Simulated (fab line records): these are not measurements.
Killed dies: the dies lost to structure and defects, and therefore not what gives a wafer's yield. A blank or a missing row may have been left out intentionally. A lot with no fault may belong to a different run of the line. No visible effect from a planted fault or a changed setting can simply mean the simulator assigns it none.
Which tool is to blame? | flow n5 finfet | 27 wafers sampled from 9 lots at 1 step of a route of 1938

== WHAT THE GAUGES SHOWED, per wafer ==
N5_BEOL_M3_RS_MEAS_58: uses a four-point probe to measure.
lot  | measured     | on            | M3_RS (ohm/sq)
L528 | day 7 02:01  | film metro-02 | 0.682 0.705 0.636
L529 | day 7 18:17  | film metro-02 | 0.632 0.595 0.636
L531 | day 7 22:20  | film metro-01 | 0.684 0.626 0.641
L532 | day 8 09:48  | film metro-01 | 0.675 0.664 0.684
L537 | day 10 06:29 | film metro-02 | 0.700 0.665 0.658
L540 | day 10 14:15 | film metro-02 | 0.679 0.665 0.665
L544 | day 11 19:17 | film metro-02 | 0.666 0.694 0.660
L547 | day 12 10:16 | film metro-02 | 0.659 0.636 0.660
L550 | day 13 01:53 | film metro-02 | 0.701 0.704 0.662

== TOOL THAT RAN EACH LOT (tool first, then ch and the chambers of the sampled wafers, then the start) ==
Record: no process step prior to these readings.

== THE ANSWER, worked out from the rows above alone ==
Rule: usual is defined by the lots themselves. The widest of any qualifying gaps counts: lots, ordered by their means at a reading, are off when they make up no more than a third of the lots, leave a main group of 4 or more, and stand apart from it by 3 or more times the standard deviation of that group's means. A main group whose means are all the same, to the digits that the tables above print for the reading, isn't used. Also off: a lot with no number at a reading for which 4 or more lots have one. Where the step has rows for the other lots, those lots are counted as sound.
None of the lots is off at any reading shown; this tells nothing.

== WHAT HAD BEEN PUT IN BY THE SIMULATOR ==
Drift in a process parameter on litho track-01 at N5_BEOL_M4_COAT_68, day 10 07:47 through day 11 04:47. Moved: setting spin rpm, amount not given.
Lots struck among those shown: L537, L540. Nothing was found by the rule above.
